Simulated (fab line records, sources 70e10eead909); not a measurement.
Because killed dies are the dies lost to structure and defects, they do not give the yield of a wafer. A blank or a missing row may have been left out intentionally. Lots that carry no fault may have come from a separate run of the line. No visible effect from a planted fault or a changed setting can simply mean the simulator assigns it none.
Matching of chambers ; flow nand harc ; NHARC_A_STAIRCASE_DEP_156 on pecvd-03 has 3 sister chambers
The step deposits SiNx, target thk 50 nm. 20 wafers are shown with their chamber, then 10 later ones without.

== EACH WAFER AND ITS CHAMBER ==
wafer;chamber;heater power w (W)
L075.3;1;710
L075.4;2;640
L075.5;1;736
L078.2;2;608
L078.4;1;690
L078.6;2;601
L080.1;1;698
L080.4;1;704
L080.5;2;689
L081.1;0;728
L081.2;2;668
L081.4;0;717
L081.3;1;694
L081.5;2;662
L081.6;1;686
L084.1;1;708
L084.5;2;693
L084.6;0;751
L086.1;0;810
L086.2;1;681

SIGNATURES, as means of the wafers listed above
reading;chamber 0;chamber 1;chamber 2;scatter within a chamber
heater power w;751.50;700.78;651.57;30.1
Rule: for each reading, subtract the chamber's mean from the wafer's reading, divide by that reading's scatter and square the result; add these up over the readings and take the root, which gives the wafer's distance from the chamber. The wafer belongs to the nearest chamber; if the next one is less than 2 further off, it can't be placed. The scatter: take each reading less its chamber's mean, square it, sum over the shown wafers, divide by the number of wafers less the number of chambers, and take the root.

== WAFERS MISSING THEIR CHAMBER ==
wafer;heater power w (W)
L086.5;828
L086.3;612
L086.4;614
L086.6;697
L094.1;688
L094.3;641
L094.4;702
L097.1;785
L097.2;751
L097.5;782

== WHICH CHAMBER EACH ONE RAN IN ==
wafer;from the rows above;in truth
L086.5;can't be placed: 0 or 1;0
L086.3;can't be placed: 2 or 1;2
L086.4;can't be placed: 2 or 1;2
L086.6;can't be placed: 1 or 2 or 0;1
L094.1;can't be placed: 1 or 2 or 0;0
L094.3;can't be placed: 2 or 1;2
L094.4;can't be placed: 1 or 0 or 2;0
L097.1;can't be placed: 0 or 1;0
L097.2;can't be placed: 0 or 1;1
L097.5;can't be placed: 0 or 1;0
0 of 10 placed correctly. From these rows, 10 cannot be placed; in 10 the true chamber is one of the candidates. 0 placed wrongly.
